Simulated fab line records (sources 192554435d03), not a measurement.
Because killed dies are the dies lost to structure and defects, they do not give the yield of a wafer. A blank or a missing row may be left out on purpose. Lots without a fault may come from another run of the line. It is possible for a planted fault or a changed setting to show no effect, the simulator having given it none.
Which tool was responsible? || flow n5Finfet || Sampling: 9 lots, 26 wafers, 7 of 1938 route steps

## WHAT EACH GAUGE READ, for each wafer
N5_MOL_CONTACT_COAG_CD_MEAS_84 targets a cd of 25.1 nm. Usual: cdNm at 25.1 nm, with a standard deviation of 0.31.
{"lot": "L445", "measured": "day 5 04:49", "on": "cdSem-01", "cdNm (nm)": "25.4 25.5", "flag": ""}
{"lot": "L452", "measured": "day 6 21:46", "on": "cdSem-01", "cdNm (nm)": "24.7 25.0 25.1", "flag": ""}
{"lot": "L456", "measured": "day 8 03:52", "on": "cdSem-02", "cdNm (nm)": "24.5 25.1 24.6", "flag": ""}
{"lot": "L458", "measured": "day 8 11:36", "on": "cdSem-03", "cdNm (nm)": "25.5 25.7 25.5", "flag": ""}
{"lot": "L459", "measured": "day 8 19:02", "on": "cdSem-02", "cdNm (nm)": "25.6 25.2 25.2", "flag": ""}
{"lot": "L460", "measured": "day 9 05:43", "on": "cdSem-01", "cdNm (nm)": "24.6 25.3 25.1", "flag": ""}
{"lot": "L461", "measured": "day 9 09:09", "on": "cdSem-03", "cdNm (nm)": "25.2 24.7 24.7", "flag": ""}
{"lot": "L462", "measured": "day 9 13:07", "on": "cdSem-01", "cdNm (nm)": "25.5 25.3 25.3", "flag": ""}
{"lot": "L467", "measured": "day 10 19:25", "on": "cdSem-01", "cdNm (nm)": "24.9 24.7 24.6", "flag": ""}

N5_MOL_CONTACT_COAG_INSPECT_57: inspects for defects (brightfield). Usual: rawDefectCount at 182, with a standard deviation of 51.
{"lot": "L445", "measured": "day 5 04:54", "on": "defectInspect-01", "rawDefectCount": "163 131", "flag": ""}
{"lot": "L452", "measured": "day 6 21:52", "on": "defectInspect-01", "rawDefectCount": "167 221 195", "flag": ""}
{"lot": "L456", "measured": "day 8 03:56", "on": "defectInspect-02", "rawDefectCount": "106 139 118", "flag": ""}
{"lot": "L458", "measured": "day 8 11:41", "on": "defectInspect-01", "rawDefectCount": "158 158 137", "flag": ""}
{"lot": "L459", "measured": "day 8 19:08", "on": "defectInspect-01", "rawDefectCount": "303 184 314", "flag": ""}
{"lot": "L460", "measured": "day 9 05:48", "on": "defectInspect-02", "rawDefectCount": "207 181 115", "flag": ""}
{"lot": "L461", "measured": "day 9 09:14", "on": "defectInspect-02", "rawDefectCount": "145 171 169", "flag": ""}
{"lot": "L462", "measured": "day 9 13:12", "on": "defectInspect-02", "rawDefectCount": "168 178 206", "flag": ""}
{"lot": "L467", "measured": "day 10 19:31", "on": "defectInspect-01", "rawDefectCount": "312 240 132", "flag": ""}

N5_MOL_CONTACT_COAG_CD_MEAS_137 targets a cd of 16 nm. Usual: cdNm at 16.0 nm, with a standard deviation of 0.42.
{"lot": "L445", "measured": "day 5 05:46", "on": "cdSem-01", "cdNm (nm)": "16.5 16.0", "flag": ""}
{"lot": "L452", "measured": "day 6 22:43", "on": "cdSem-03", "cdNm (nm)": "16.1 16.1 16.3", "flag": ""}
{"lot": "L456", "measured": "day 8 05:08", "on": "cdSem-02", "cdNm (nm)": "16.1 15.7 15.2", "flag": ""}
{"lot": "L458", "measured": "day 8 12:33", "on": "cdSem-01", "cdNm (nm)": "16.3 16.1 16.1", "flag": ""}
{"lot": "L459", "measured": "day 8 20:06", "on": "cdSem-01", "cdNm (nm)": "- - -", "flag": "OFF"}
{"lot": "L460", "measured": "day 9 06:46", "on": "cdSem-01", "cdNm (nm)": "- - -", "flag": "OFF"}
{"lot": "L461", "measured": "day 9 10:09", "on": "cdSem-03", "cdNm (nm)": "- - -", "flag": "OFF"}
{"lot": "L462", "measured": "day 9 14:40", "on": "cdSem-03", "cdNm (nm)": "15.9 16.8 16.4", "flag": ""}
{"lot": "L467", "measured": "day 10 20:26", "on": "cdSem-01", "cdNm (nm)": "15.5 16.0 16.3", "flag": ""}

N5_BEOL_M4_RC_MEAS_101. Usual: DIBL_N 36.1 mV/V, standard deviation 2.3; DIBL_P 36 mV/V, standard deviation 3.2; IOFF_N 0.16 nA/um, standard deviation 0.045; IOFF_P 0.21 nA/um, standard deviation 0.049; ION_N 674 uA/um, standard deviation 14; ION_P 462 uA/um, standard deviation 8.4; SS_N 71.6 mV/dec, standard deviation 0.83; SS_P 73.2 mV/dec, standard deviation 0.87; VT_N 249 mV, standard deviation 3.8; VT_P -250 mV, standard deviation 3.4.
{"lot": "L445", "measured": "day 12 07:51", "on": "prober-01", "DIBL_N (mV/V)": "33.3 34.5", "DIBL_P (mV/V)": "35 36", "IOFF_N (nA/um)": "0.12 0.13", "IOFF_P (nA/um)": "0.19 0.23", "ION_N (uA/um)": "655 664", "ION_P (uA/um)": "460 464", "SS_N (mV/dec)": "70.6 70.5", "SS_P (mV/dec)": "73.0 72.7", "VT_N (mV)": "254 249", "VT_P (mV)": "-250 -244", "flag": ""}
{"lot": "L452", "measured": "day 12 22:52", "on": "prober-02", "DIBL_N (mV/V)": "34.9 36.0 34.8", "DIBL_P (mV/V)": "34 36 33", "IOFF_N (nA/um)": "0.12 0.14 0.12", "IOFF_P (nA/um)": "0.15 0.19 0.15", "ION_N (uA/um)": "652 668 645", "ION_P (uA/um)": "444 456 439", "SS_N (mV/dec)": "70.7 71.9 70.9", "SS_P (mV/dec)": "71.9 73.5 72.9", "VT_N (mV)": "253 251 254", "VT_P (mV)": "-255 -255 -257", "flag": ""}
{"lot": "L456", "measured": "day 13 09:17", "on": "prober-02", "DIBL_N (mV/V)": "34.9 35.4 34.2", "DIBL_P (mV/V)": "35 33 33", "IOFF_N (nA/um)": "0.13 0.13 0.11", "IOFF_P (nA/um)": "0.20 0.17 0.15", "ION_N (uA/um)": "682 662 648", "ION_P (uA/um)": "472 458 444", "SS_N (mV/dec)": "71.0 71.3 70.2", "SS_P (mV/dec)": "73.2 72.0 72.0", "VT_N (mV)": "253 251 257", "VT_P (mV)": "-250 -255 -256", "flag": ""}
{"lot": "L458", "measured": "day 15 11:49", "on": "prober-02", "DIBL_N (mV/V)": "36.9 38.7 39.8", "DIBL_P (mV/V)": "34 37 37", "IOFF_N (nA/um)": "0.16 0.19 0.22", "IOFF_P (nA/um)": "0.20 0.24 0.24", "ION_N (uA/um)": "689 693 688", "ION_P (uA/um)": "470 472 465", "SS_N (mV/dec)": "70.9 71.8 71.8", "SS_P (mV/dec)": "72.9 74.2 73.6", "VT_N (mV)": "249 243 243", "VT_P (mV)": "-247 -245 -247", "flag": ""}
{"lot": "L462", "measured": "day 15 19:40", "on": "prober-02", "DIBL_N (mV/V)": "36.0 34.3 38.8", "DIBL_P (mV/V)": "35 33 39", "IOFF_N (nA/um)": "0.16 0.15 0.24", "IOFF_P (nA/um)": "0.22 0.20 0.29", "ION_N (uA/um)": "669 670 688", "ION_P (uA/um)": "460 459 464", "SS_N (mV/dec)": "71.3 71.2 72.0", "SS_P (mV/dec)": "72.8 72.3 73.4", "VT_N (mV)": "248 248 243", "VT_P (mV)": "-247 -248 -247", "flag": ""}
{"lot": "L467", "measured": "day 17 10:15", "on": "prober-01", "DIBL_N (mV/V)": "37.5 40.1 37.4", "DIBL_P (mV/V)": "39 42 38", "IOFF_N (nA/um)": "0.20 0.24 0.19", "IOFF_P (nA/um)": "0.25 0.29 0.24", "ION_N (uA/um)": "683 679 681", "ION_P (uA/um)": "463 461 466", "SS_N (mV/dec)": "72.7 72.7 72.0", "SS_P (mV/dec)": "73.3 74.2 73.7", "VT_N (mV)": "246 246 247", "VT_P (mV)": "-248 -248 -247", "flag": ""}

## WHICH TOOL RAN EACH LOT (tool, then ch and the chambers of the sampled wafers, then the start)
{"lot": "L445", "N5_MOL_CONTACT_COAG_CMP_23": "cmp-01 ch 1,3, day 5 01:00", "N5_MOL_CONTACT_COAG_ETCH_90": "rieDiel-04 ch 0,2, day 5 04:59", "N5_MOL_CONTACT_COAG_ETCHBACK_132": "rieDiel-03 ch 1,2, day 5 05:16"}
{"lot": "L452", "N5_MOL_CONTACT_COAG_CMP_23": "cmp-01 ch 0,2,3, day 6 17:35", "N5_MOL_CONTACT_COAG_ETCH_90": "rieDiel-04 ch 1,2, day 6 21:57", "N5_MOL_CONTACT_COAG_ETCHBACK_132": "rieDiel-03 ch 1,2,3, day 6 22:13"}
{"lot": "L456", "N5_MOL_CONTACT_COAG_CMP_23": "cmp-03 ch 0,1,3, day 7 23:44", "N5_MOL_CONTACT_COAG_ETCH_90": "rieDiel-01 ch 0,1,2, day 8 04:19", "N5_MOL_CONTACT_COAG_ETCHBACK_132": "rieDiel-01 ch 0,1,3, day 8 04:38"}
{"lot": "L458", "N5_MOL_CONTACT_COAG_CMP_23": "cmp-01 ch 0,3, day 8 07:48", "N5_MOL_CONTACT_COAG_ETCH_90": "rieDiel-03 ch 2,3, day 8 11:48", "N5_MOL_CONTACT_COAG_ETCHBACK_132": "rieDiel-01 ch 1,2,3, day 8 12:04"}
{"lot": "L459", "N5_MOL_CONTACT_COAG_CMP_23": "cmp-01 ch 0,1,2, day 8 15:29", "N5_MOL_CONTACT_COAG_ETCH_90": "rieDiel-01 ch 0,1,3, day 8 19:13", "N5_MOL_CONTACT_COAG_ETCHBACK_132": "rieDiel-04 ch 0,2,3, day 8 19:36"}
{"lot": "L460", "N5_MOL_CONTACT_COAG_CMP_23": "cmp-03 ch 0,2, day 9 01:37", "N5_MOL_CONTACT_COAG_ETCH_90": "rieDiel-04 ch 0,1,2, day 9 06:01", "N5_MOL_CONTACT_COAG_ETCHBACK_132": "rieDiel-04 ch 0,2,3, day 9 06:16"}
{"lot": "L461", "N5_MOL_CONTACT_COAG_CMP_23": "cmp-01 ch 1,2, day 9 04:02", "N5_MOL_CONTACT_COAG_ETCH_90": "rieDiel-03 ch 0,1,3, day 9 09:20", "N5_MOL_CONTACT_COAG_ETCHBACK_132": "rieDiel-01 ch 0,1,2, day 9 09:36"}
{"lot": "L462", "N5_MOL_CONTACT_COAG_CMP_23": "cmp-02 ch 1,2,3, day 9 09:28", "N5_MOL_CONTACT_COAG_ETCH_90": "rieDiel-03 ch 2,3, day 9 13:36", "N5_MOL_CONTACT_COAG_ETCHBACK_132": "rieDiel-03 ch 0,1, day 9 13:56"}
{"lot": "L467", "N5_MOL_CONTACT_COAG_CMP_23": "cmp-01 ch 1,2, day 10 15:44", "N5_MOL_CONTACT_COAG_ETCH_90": "rieDiel-04 ch 0,1,3, day 10 19:38", "N5_MOL_CONTACT_COAG_ETCHBACK_132": "rieDiel-03 ch 0,3, day 10 19:54"}
- N5_MOL_CONTACT_COAG_CMP_23: polishes, stops on SiO2, t overpolish 1.5 s, target thk 0 nm.
- N5_MOL_CONTACT_COAG_ETCH_90: etches SiARC in CF4, target depth 13 nm, time 21.7 s.
- N5_MOL_CONTACT_COAG_ETCHBACK_132: etches SiO2 in CHF3, target depth 10 nm, time 6.7 s.

## AS READ BY THE TOOLS THEMSELVES (means over the sampled wafers that have a number; for cases with no such wafer, the mark the record gives instead)
N5_MOL_CONTACT_COAG_CMP_23. Usual: edgeZonePressureFrac 1.000, standard deviation 0.0047; motorCurrentA 8.1 A, standard deviation 0.79; overpolishRunS 1.500 s, standard deviation 0.0088; timeToEndpointS 8.6 s, standard deviation 2.2.
{"lot": "L445", "tool": "cmp-01", "edgeZonePressureFrac": 0.996, "motorCurrentA (A)": 7.2, "overpolishRunS (s)": 1.501, "timeToEndpointS (s)": 5.7, "flag": ""}
{"lot": "L452", "tool": "cmp-01", "edgeZonePressureFrac": 0.999, "motorCurrentA (A)": 8.2, "overpolishRunS (s)": 1.506, "timeToEndpointS (s)": 8.5, "flag": ""}
{"lot": "L456", "tool": "cmp-03", "edgeZonePressureFrac": 0.997, "motorCurrentA (A)": 8.2, "overpolishRunS (s)": 1.500, "timeToEndpointS (s)": 7.8, "flag": ""}
{"lot": "L458", "tool": "cmp-01", "edgeZonePressureFrac": 1.002, "motorCurrentA (A)": 8.5, "overpolishRunS (s)": 1.505, "timeToEndpointS (s)": 9.9, "flag": ""}
{"lot": "L459", "tool": "cmp-01", "edgeZonePressureFrac": 0.998, "motorCurrentA (A)": 7.9, "overpolishRunS (s)": 1.503, "timeToEndpointS (s)": 6.4, "flag": ""}
{"lot": "L460", "tool": "cmp-03", "edgeZonePressureFrac": 0.999, "motorCurrentA (A)": 8.7, "overpolishRunS (s)": 1.493, "timeToEndpointS (s)": 7.1, "flag": ""}
{"lot": "L461", "tool": "cmp-01", "edgeZonePressureFrac": 0.996, "motorCurrentA (A)": 7.5, "overpolishRunS (s)": 1.505, "timeToEndpointS (s)": 6.4, "flag": ""}
{"lot": "L462", "tool": "cmp-02", "edgeZonePressureFrac": 1.001, "motorCurrentA (A)": 8.6, "overpolishRunS (s)": 1.498, "timeToEndpointS (s)": 9.8, "flag": ""}
{"lot": "L467", "tool": "cmp-01", "edgeZonePressureFrac": 0.998, "motorCurrentA (A)": 7.3, "overpolishRunS (s)": 1.499, "timeToEndpointS (s)": 9.7, "flag": ""}

N5_MOL_CONTACT_COAG_ETCH_90. Usual: biasW 36.00 W, standard deviation 0.11; cf4FlowSccm 100.0 sccm, standard deviation 0.32; drypumpMotorCurrentA 5.67 A, standard deviation 0.21; etchRfOnTimeS 21.9 s, standard deviation 0.74; oesProductAu 0.66 a.u., standard deviation 0.065; rfVppV 183.9 V, standard deviation 1.2; showerheadPlenumPTorr 2.13 Torr, standard deviation 0.061; throttleValvePct 15.68 %, standard deviation 0.17.
{"lot": "L445", "tool": "rieDiel-04", "biasW (W)": 35.94, "cf4FlowSccm (sccm)": 100.0, "drypumpMotorCurrentA (A)": 5.65, "etchRfOnTimeS (s)": 21.7, "oesProductAu (a.u.)": 0.60, "rfVppV (V)": 183.3, "showerheadPlenumPTorr (Torr)": 2.16, "throttleValvePct (%)": 15.86, "flag": ""}
{"lot": "L452", "tool": "rieDiel-04", "biasW (W)": 35.99, "cf4FlowSccm (sccm)": 100.0, "drypumpMotorCurrentA (A)": 5.56, "etchRfOnTimeS (s)": 21.6, "oesProductAu (a.u.)": 0.60, "rfVppV (V)": 184.7, "showerheadPlenumPTorr (Torr)": 2.16, "throttleValvePct (%)": 15.73, "flag": ""}
{"lot": "L456", "tool": "rieDiel-01", "biasW (W)": 36.11, "cf4FlowSccm (sccm)": 100.1, "drypumpMotorCurrentA (A)": 5.63, "etchRfOnTimeS (s)": 22.0, "oesProductAu (a.u.)": 0.69, "rfVppV (V)": 183.9, "showerheadPlenumPTorr (Torr)": 2.16, "throttleValvePct (%)": 15.71, "flag": ""}
{"lot": "L458", "tool": "rieDiel-03", "biasW (W)": 35.95, "cf4FlowSccm (sccm)": 99.6, "drypumpMotorCurrentA (A)": 5.86, "etchRfOnTimeS (s)": 22.3, "oesProductAu (a.u.)": 0.64, "rfVppV (V)": 184.5, "showerheadPlenumPTorr (Torr)": 2.16, "throttleValvePct (%)": 15.62, "flag": ""}
{"lot": "L459", "tool": "rieDiel-01", "biasW (W)": "-", "cf4FlowSccm (sccm)": "-", "drypumpMotorCurrentA (A)": "-", "etchRfOnTimeS (s)": "-", "oesProductAu (a.u.)": "-", "rfVppV (V)": "-", "showerheadPlenumPTorr (Torr)": "-", "throttleValvePct (%)": "-", "flag": "OFF"}
{"lot": "L460", "tool": "rieDiel-04", "biasW (W)": "-", "cf4FlowSccm (sccm)": "-", "drypumpMotorCurrentA (A)": "-", "etchRfOnTimeS (s)": "-", "oesProductAu (a.u.)": "-", "rfVppV (V)": "-", "showerheadPlenumPTorr (Torr)": "-", "throttleValvePct (%)": "-", "flag": "OFF"}
{"lot": "L461", "tool": "rieDiel-03", "biasW (W)": "-", "cf4FlowSccm (sccm)": "-", "drypumpMotorCurrentA (A)": "-", "etchRfOnTimeS (s)": "-", "oesProductAu (a.u.)": "-", "rfVppV (V)": "-", "showerheadPlenumPTorr (Torr)": "-", "throttleValvePct (%)": "-", "flag": "OFF"}
{"lot": "L462", "tool": "rieDiel-03", "biasW (W)": 36.03, "cf4FlowSccm (sccm)": 100.2, "drypumpMotorCurrentA (A)": 5.87, "etchRfOnTimeS (s)": 22.5, "oesProductAu (a.u.)": 0.63, "rfVppV (V)": 184.1, "showerheadPlenumPTorr (Torr)": 2.16, "throttleValvePct (%)": 15.65, "flag": ""}
{"lot": "L467", "tool": "rieDiel-04", "biasW (W)": 35.90, "cf4FlowSccm (sccm)": 99.8, "drypumpMotorCurrentA (A)": 5.67, "etchRfOnTimeS (s)": 21.5, "oesProductAu (a.u.)": 0.73, "rfVppV (V)": 183.9, "showerheadPlenumPTorr (Torr)": 2.12, "throttleValvePct (%)": 15.63, "flag": ""}

N5_MOL_CONTACT_COAG_ETCHBACK_132. Usual: drypumpMotorCurrentA 5.67 A, standard deviation 0.21; oesProductAu 0.78 a.u., standard deviation 0.087; rfVppV 529 V, standard deviation 20; showerheadPlenumPTorr 2.38 Torr, standard deviation 0.068; throttleValvePct 18.80 %, standard deviation 0.18.
{"lot": "L445", "tool": "rieDiel-03", "drypumpMotorCurrentA (A)": 5.88, "oesProductAu (a.u.)": 0.78, "rfVppV (V)": 511, "showerheadPlenumPTorr (Torr)": 2.39, "throttleValvePct (%)": 18.77, "flag": ""}
{"lot": "L452", "tool": "rieDiel-03", "drypumpMotorCurrentA (A)": 5.81, "oesProductAu (a.u.)": 0.79, "rfVppV (V)": 512, "showerheadPlenumPTorr (Torr)": 2.36, "throttleValvePct (%)": 18.76, "flag": ""}
{"lot": "L456", "tool": "rieDiel-01", "drypumpMotorCurrentA (A)": 5.71, "oesProductAu (a.u.)": 0.79, "rfVppV (V)": 534, "showerheadPlenumPTorr (Torr)": 2.39, "throttleValvePct (%)": 18.73, "flag": ""}
{"lot": "L458", "tool": "rieDiel-01", "drypumpMotorCurrentA (A)": 5.68, "oesProductAu (a.u.)": 0.75, "rfVppV (V)": 550, "showerheadPlenumPTorr (Torr)": 2.41, "throttleValvePct (%)": 18.87, "flag": ""}
{"lot": "L459", "tool": "rieDiel-04", "drypumpMotorCurrentA (A)": 5.50, "oesProductAu (a.u.)": 0.29, "rfVppV (V)": 533, "showerheadPlenumPTorr (Torr)": 2.40, "throttleValvePct (%)": 18.76, "flag": "OFF"}
{"lot": "L460", "tool": "rieDiel-04", "drypumpMotorCurrentA (A)": 5.49, "oesProductAu (a.u.)": 0.29, "rfVppV (V)": 534, "showerheadPlenumPTorr (Torr)": 2.40, "throttleValvePct (%)": 18.76, "flag": "OFF"}
{"lot": "L461", "tool": "rieDiel-01", "drypumpMotorCurrentA (A)": 5.64, "oesProductAu (a.u.)": 0.30, "rfVppV (V)": 534, "showerheadPlenumPTorr (Torr)": 2.40, "throttleValvePct (%)": 18.81, "flag": "OFF"}
{"lot": "L462", "tool": "rieDiel-03", "drypumpMotorCurrentA (A)": 5.61, "oesProductAu (a.u.)": 0.73, "rfVppV (V)": 501, "showerheadPlenumPTorr (Torr)": 2.33, "throttleValvePct (%)": 18.80, "flag": ""}
{"lot": "L467", "tool": "rieDiel-03", "drypumpMotorCurrentA (A)": 5.59, "oesProductAu (a.u.)": 0.74, "rfVppV (V)": 509, "showerheadPlenumPTorr (Torr)": 2.31, "throttleValvePct (%)": 18.76, "flag": ""}

## THE ANSWER, worked out from the rows above alone
Rule: take the mean of a lot's wafers that have a number; if it is more than 3 standard deviations from the usual mean, the lot is off. A lot without any number at a reading at which 4 lots or more have one is off too. The other lots that the step has rows for count as sound. The gauges are gone through in route order, then the tools' own readings, and for those a lot's mean is taken as printed above. The first step at which some lot is off is used, and at that step the reading that is off furthest; a lot without a number counts as furthest.
Off, at N5_MOL_CONTACT_COAG_CD_MEAS_137 on cdNm: L459, L460, L461. Without a number there: L459, L460, L461.
A tool fits if, at a process step before that reading, it ran every lot that is off, and no sound lot after the first of them. The gauges at N5_MOL_CONTACT_COAG_CD_MEAS_137 aren't tried: what is off there is off at N5_MOL_CONTACT_COAG_ETCH_90 too, on other tools, and a gauge's error can't cause that. Of those tried, none fits.

## WHAT THE SIMULATOR HAD PUT IN
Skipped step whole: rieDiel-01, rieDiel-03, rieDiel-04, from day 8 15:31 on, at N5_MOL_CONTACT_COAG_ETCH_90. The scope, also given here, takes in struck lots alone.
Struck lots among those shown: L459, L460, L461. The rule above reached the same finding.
